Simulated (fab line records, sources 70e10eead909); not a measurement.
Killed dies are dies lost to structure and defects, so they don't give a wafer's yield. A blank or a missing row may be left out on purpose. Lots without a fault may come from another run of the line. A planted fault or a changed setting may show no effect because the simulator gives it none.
Problem report in the 8D (eight disciplines) form, filled by code | flow nand_harc | the parts of the form that need people (team, actions taken, sign-off) are left out

1. THE PROBLEM
plate_temp_C at NHARC_P_M0_PEB_07 reads a mean of 96.14 C on 6 wafers of 2 lots; wafers without a fault read 99.99 C with a standard deviation of 0.14. That is -27 standard deviations from the usual mean.
The step: peb time 65 s.
First seen on wafer L653.1, day 10 02:20, on litho_track-06. The record holds 42 wafers of 14 lots with a number at this step. Rule for "out", or "out of limits": more than 4 standard deviations from the usual mean. The other wafers with a number count as sound.

2. WHAT IT IS AND WHAT IT IS NOT
question                    | is                                 | is not
which readings at this step | plate_temp_C, heater_power_total_W | -
which lots                  | L653, L655                         | L638, L639, L640, L642, L645, L648, L649, L650, L656, L657, L658, L661
which wafers of those lots  | all that have a number             | -
read on which tools         | litho_track-06                     | litho_track-01, litho_track-04
when                        | from day 10 02:20                  | up to then (24 sound wafers); but 12 sound wafers of L656, L657, L658, L661 came after

3. SUSPECTS, AND WHAT RULES EACH OUT
Counting: a tool at a process step up to the reading stays a suspect if it ran every lot that is out and no sound lot after the first of them.
- pvd_sputter-01 at NHARC_P_CONTACT_DEGAS_38 (time 60 s): ruled out as a lasting fault. Sound lots L656, L657 ran on it after its first lot that is out, L653 (day 9 17:52).
- litho_track-06 at NHARC_P_M0_PEB_07 (peb time 65 s): kept. It ran every lot that is out, first L653 (day 10 02:20), and no sound lot after that; its last sound lot up to then is L649 (day 8 09:25). Its own readings are out on those wafers: heater_power_total_W, plate_temp_C.
Left after counting: litho_track-06 at NHARC_P_M0_PEB_07.

4. THE CAUSE (what the simulator had put in)
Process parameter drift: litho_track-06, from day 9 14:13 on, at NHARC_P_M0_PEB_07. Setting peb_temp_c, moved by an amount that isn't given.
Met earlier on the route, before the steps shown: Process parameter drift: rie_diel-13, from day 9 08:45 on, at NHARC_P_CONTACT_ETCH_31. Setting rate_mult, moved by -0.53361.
Counting left only this tool.

5. THE CHAIN OF EFFECTS, in route order
Each row: a reading whose mean over the struck wafers that have a number lies more than 3 standard deviations from the usual. Only readings for which the record gives a usual standard deviation are gone through. hours: the time from each lot's start at the first step in this table that gives one to its start at this step, as a median over the lots. sigmas: the change in usual standard deviations.
hours | step              | reading              | usual   | on struck wafers | change | sigmas
0     | NHARC_P_M0_PEB_07 | heater_power_total_W | 156.6 W | 148.5            | -8.1   | -19
0     | NHARC_P_M0_PEB_07 | plate_temp_C         | 99.99 C | 96.14            | -3.85  | -27
The process steps in it:
- NHARC_P_M0_PEB_07: peb time 65 s.
Later measuring or inspecting steps at which every struck wafer that the step has a row for has a number for every such reading, and none has moved that far: NHARC_P_M0_INSPECT_11.

6. WHAT WOULD HAVE CAUGHT IT SOONER
In this record the first reading out of limits was taken at day 10 02:20, 12 hours after the fault began at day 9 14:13.
